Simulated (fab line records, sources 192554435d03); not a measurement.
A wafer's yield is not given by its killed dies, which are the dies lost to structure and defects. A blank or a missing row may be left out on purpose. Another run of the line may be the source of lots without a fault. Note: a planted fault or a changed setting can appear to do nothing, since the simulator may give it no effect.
fab line records	flow n5_finfet	part 2 of 2: steps 5 to 6 of 6
[record] lots = 20	wafers = 60	last_day = 18
route steps=1938 shown BEOL_M0_SAQP@662 BEOL_M0_CUTY@712 BEOL_M0@716 BEOL_M1@775
lots untouched by any fault: they come from a run of this same line in which no faults occurred
start_h: start of the lot's first displayed wafer, in hours after the record's first day	wait_h: time in hours since the lot's previous step	" unchanged from the row above	L1.1+2: a single row standing in for several wafers	- no value present, or no start provided	* or withheld: withheld	< > ~ a bound
route shown NAME@n: names a module that has steps shown in the file, with the first one's number in the route	usual: average and standard deviation across the fault-free wafers	same: alike in all rows	chamber/n: place in a boat	sites: the reading at each site	_std_site: their standard deviation	_edge_site: mean of outer sites minus mean of inner sites	radius_mm: how far each site lies from the wafer's centre	mask NAME#n: copy n	behind: the last tool/chamber to shape the wafer	hold: reason for holding the lot/hours on hold/outcome of the hold	device: which transistor (n, p or np) failed to switch	end of line: tests run on the same wafers once the route is complete	step lacking rows: just its recipe	killed: dies lost to structure and defects at the first sort, not the wafer's yield	map: shows each die of a wafer: x if killed, . if not, _ if none is there
set.NAME: the setting the step ran with; set.NAME@STEP: the setting that earlier step ran with	model.NAME: the simulator's own value behind a step, which no gauge read
a sample of lots followed through the steps of the route, with each step as a table and each wafer as a row
services: from which hour (start_h, from the record's first day; less than 0 if before it) a tool's chamber was out of use, for how many hours, and why
[[steps]]
[step N5_BEOL_M0_SPUTTER_116]
[recipe] material = Cu	target_thk_a = 40	temp_c = -20	chamber_pressure_pa = 0.07	power_w = withheld	time_s = 7.37
[usual] throttle_valve_pct = 29.8/0.83
lot.wafer	tool	chamber	start_h	wait_h	throttle_valve_pct
L075.2	pvd_sputter-02	-	124.25	0.1	28.4
L075.4	"	-	"	"	31.1
L075.6	"	-	"	"	31.3
L076.1	pvd_sputter-01	-	129.81	1.4	29.4
L076.2	"	-	"	"	30.7
L076.4	"	-	"	"	30.2
L078.2	pvd_sputter-02	-	144.36	0.1	28.7
L078.4	"	-	"	"	31.1
L078.6	"	-	"	"	30.1
L079.3	pvd_sputter-01	-	150.69	1.0	29.6
L079.4	"	-	"	"	30.9
L079.6	"	-	"	"	29.4
L080.3	pvd_sputter-01	-	153.57	0.1	29.8
L080.5	"	-	"	"	30.2
L080.6	"	-	"	"	29.5
L081.2	pvd_sputter-01	-	161.51	0.1	30.2
L081.3	"	-	"	"	29.7
L081.4	"	-	"	"	30.7
L083.1	pvd_sputter-01	-	172.82	0.1	30.4
L083.2	"	-	"	"	29.9
L083.3	"	-	"	"	30.9
L085.1	pvd_sputter-02	-	185.29	0.1	31.3
L085.3	"	-	"	"	29.4
L085.5	"	-	"	"	28.7
L086.2	pvd_sputter-02	-	195.24	0.1	28.5
L086.3	"	-	"	"	29.0
L086.6	"	-	"	"	28.4
L087.1	pvd_sputter-03	-	196.64	0.1	30.4
L087.3	"	-	"	"	29.3
L087.6	"	-	"	"	30.4
L089.1	pvd_sputter-02	-	207.77	0.3	28.6
L089.5	"	-	"	"	31.1
L089.6	"	-	"	"	28.5
L088.1	pvd_sputter-02	-	208.21	0.4	30.2
L088.4	"	-	"	"	28.8
L088.6	"	-	"	"	30.2
L090.1	pvd_sputter-01	-	214.53	0.1	30.4
L090.3	"	-	"	"	30.8
L090.4	"	-	"	"	29.9
L091.2	pvd_sputter-03	-	220.42	0.1	29.5
L091.5	"	-	"	"	29.8
L091.6	"	-	"	"	30.3
L092.1	pvd_sputter-02	-	231.52	0.2	29.9
L092.2	"	-	"	"	28.6
L092.4	"	-	"	"	29.2
L093.1	pvd_sputter-03	-	232.22	0.1	30.6
L093.3	"	-	"	"	29.5
L093.4	"	-	"	"	29.1
L094.1	pvd_sputter-03	-	235.53	0.4	30.7
L094.5	"	-	"	"	29.5
L094.6	"	-	"	"	30.2
L095.3	pvd_sputter-02	-	240.95	0.1	30.0
L095.4	"	-	"	"	29.5
L095.6	"	-	"	"	29.2
L096.1	pvd_sputter-03	-	257.01	0.1	30.7
L096.4	"	-	"	"	29.5
L096.5	"	-	"	"	30.5
L097.1	pvd_sputter-01	-	266.93	0.1	30.1
L097.3	"	-	"	"	29.7
L097.5	"	-	"	"	30.1
[step N5_BEOL_M1_STRIP_19]
[recipe] chemistry = O2	power_w = 400	temp_c = 40	pressure_mtorr = 30	rf_frequency_hz = 6e+07	bias_power_w = 0	overash_fraction = 0.2	o2_flow_sccm = 225
[usual] chamber_pressure_mTorr = 29.993/0.025	drypump_motor_current_A = 5.8/0.47	oes_product_au = 0.78/0.085	rf_vpp_V = 3.6/0.52	showerhead_plenum_p_Torr = 2.05/0.064	throttle_valve_pct = 16.64/0.23
lot.wafer	tool	chamber	start_h	wait_h	chamber_pressure_mTorr	drypump_motor_current_A	oes_product_au	rf_hours_counter_h	rf_vpp_V	showerhead_plenum_p_Torr	throttle_valve_pct
L075.2	rie_diel-04	2	128.05	0.1	29.989	5.7	0.67	233	3.2	2.06	16.84
L075.4	"	3	"	"	29.999	5.8	0.74	198	4.6	2.08	16.86
L075.6	"	2	"	"	30.008	5.7	0.67	-	3.5	2.06	16.85
L076.1	rie_diel-03	3	132.32	0.1	30.014	6.2	0.81	92	4.6	2.03	16.63
L076.2	"	1	"	"	29.976	4.7	0.67	240	2.7	2.15	16.79
L076.4	"	2	"	"	30.011	6.2	0.74	151	2.8	2.01	16.60
L078.2	rie_diel-02	0	152.22	0.1	29.949	5.7	0.75	135	3.7	2.10	16.84
L078.4	"	1	"	"	29.961	5.7	0.79	-	3.8	1.93	16.20
L078.6	"	3	"	"	29.978	6.3	0.68	-	4.5	2.14	16.52
L079.3	rie_diel-03	3	154.85	0.1	29.988	6.2	0.80	97	3.9	2.03	16.66
L079.4	"	2	"	"	29.994	6.2	0.74	158	3.2	2.00	16.60
L079.6	"	1	"	"	30.020	4.7	0.66	-	3.4	2.15	16.80
L080.3	rie_diel-03	3	160.18	0.1	30.016	6.2	0.81	99	4.2	2.03	16.65
L080.5	"	1	"	"	29.984	4.7	0.65	-	3.6	2.15	16.78
L080.6	"	0	"	"	30.016	6.1	0.76	-	3.3	2.01	16.84
L081.2	rie_diel-03	1	167.76	0.1	30.018	4.7	0.66	250	3.6	2.14	16.80
L081.3	"	0	"	"	30.006	6.1	0.76	173	4.1	2.01	16.82
L081.4	"	2	"	"	29.980	6.2	0.74	161	3.4	2.00	16.62
L083.1	rie_diel-03	2	179.91	0.1	29.942	6.2	0.73	165	3.4	2.00	16.63
L083.2	"	3	"	"	29.986	6.2	0.80	105	3.3	2.03	16.64
L083.3	"	0	"	"	30.018	6.0	0.76	177	3.8	2.01	16.86
L085.1	rie_diel-03	2	191.73	0.1	29.973	6.2	0.73	169	3.8	2.00	16.63
L085.3	"	3	"	"	29.987	6.2	0.78	109	3.3	2.03	16.66
L085.5	"	0	"	"	30.020	6.1	0.75	-	4.1	2.01	16.86
L086.2	rie_diel-03	0	201.09	0.1	29.998	6.1	0.75	185	3.9	2.00	16.86
L086.3	"	2	"	"	29.981	6.2	0.73	172	3.5	2.00	16.65
L086.6	"	1	"	"	30.015	4.8	0.99	-	3.7	2.14	16.32
L087.1	rie_diel-04	3	203.07	0.1	29.967	5.8	0.72	221	4.1	2.07	16.90
L087.3	"	2	"	"	29.999	5.7	0.98	1	4.3	2.05	16.43
L087.6	"	3	"	"	29.981	5.8	0.72	-	4.2	2.07	16.91
L089.1	rie_diel-02	1	212.59	0.1	30.024	5.7	0.75	147	3.3	1.93	16.26
L089.5	"	1	"	"	29.991	5.7	0.75	-	3.0	1.93	16.25
L089.6	"	0	"	"	29.977	5.7	0.73	-	3.5	2.09	16.87
L088.1	rie_diel-03	2	214.78	0.1	29.991	6.2	0.72	176	3.3	2.00	16.65
L088.4	"	3	"	"	29.962	6.2	0.78	116	3.5	2.02	16.67
L088.6	"	2	"	"	30.005	6.2	0.72	-	4.3	2.00	16.64
L090.1	rie_diel-02	1	220.82	0.1	29.984	5.7	0.75	149	3.7	1.93	16.25
L090.3	"	0	"	"	29.962	5.7	0.73	159	3.5	2.09	16.89
L090.4	"	3	"	"	30.002	6.2	0.94	9	4.3	2.14	16.09
L091.2	rie_diel-04	2	228.81	0.1	30.001	5.7	0.95	8	3.5	2.05	16.44
L091.5	"	2	"	"	29.987	5.7	0.94	-	3.2	2.05	16.45
L091.6	"	1	"	"	29.948	6.1	0.74	-	3.5	2.18	16.60
L092.1	rie_diel-03	0	237.44	0.1	29.979	6.1	0.75	195	3.7	2.00	16.89
L092.2	"	3	"	"	29.996	6.2	0.78	122	3.9	2.02	16.67
L092.4	"	1	"	"	30.045	4.7	0.96	12	4.1	2.14	16.34
L093.1	rie_diel-02	0	238.35	0.3	29.950	5.7	0.73	164	2.3	2.09	16.89
L093.3	"	3	"	"	30.023	6.3	0.92	14	3.9	2.13	16.09
L093.4	"	1	"	"	29.964	5.7	0.75	154	3.4	1.93	16.28
L094.1	rie_diel-03	0	240.57	0.1	29.999	6.1	0.73	195	3.6	2.00	16.90
L094.5	"	1	"	"	29.978	4.7	0.95	-	3.7	2.14	16.35
L094.6	"	2	"	"	30.011	6.2	0.72	-	3.4	2.00	16.66
L095.3	rie_diel-03	2	244.07	0.1	29.975	6.2	0.72	185	3.3	2.00	16.66
L095.4	"	1	"	"	30.009	4.7	0.95	15	3.5	2.14	16.35
L095.6	"	3	"	"	30.026	6.2	0.77	-	3.5	2.02	16.68
L096.1	rie_diel-04	2	261.83	0.2	30.002	5.7	0.91	18	3.6	2.05	16.45
L096.4	"	1	"	"	29.986	6.1	0.73	-	3.2	2.17	16.63
L096.5	"	0	"	"	29.988	5.6	0.68	-	2.9	2.07	17.04
L097.1	rie_diel-04	2	270.62	0.3	29.990	5.7	0.91	22	3.9	2.05	16.47
L097.3	"	1	"	"	29.953	6.1	0.73	188	3.5	2.17	16.64
L097.5	"	2	"	"	30.049	5.7	0.91	-	3.7	2.05	16.45
[[services]]
tool	chamber	start_h	hours	kind
vapor_etch-01	-	101.95	0.1	repair
rie_metal-01	-	114.66	2.8	pm
rie_diel-02	1	128.59	14.5	repair
rie_metal-03	0	129.62	17.6	repair
rie_metal-01	-	146.51	1.7	repair
rie_diel-06	0	149.96	9.6	repair
rie_diel-06	-	186.01	2.8	pm
vapor_etch-02	-	188.38	2.7	repair
rie_diel-06	2	193.07	5.0	repair
vapor_etch-02	-	214.92	0.8	repair
rie_metal-03	-	220.80	1.4	pm
rie_diel-01	0	246.77	-	clean
rie_diel-01	0	246.77	-	consumable_replace:focus_ring
rie_diel-01	0	246.77	17.1	scheduled_down
rie_diel-01	0	246.77	17.1	vent_cycle
rie_diel-06	0	248.46	12.2	repair
rie_diel-04	2	250.08	2.5	repair
rie_diel-06	2	253.30	11.7	repair
rie_diel-04	3	257.50	8.1	repair
rie_diel-01	1	263.83	-	clean
rie_diel-01	1	263.83	-	consumable_replace:focus_ring
rie_diel-01	1	263.83	23.1	scheduled_down
rie_diel-01	1	263.83	23.1	vent_cycle
rie_diel-02	-	270.26	14.6	pm
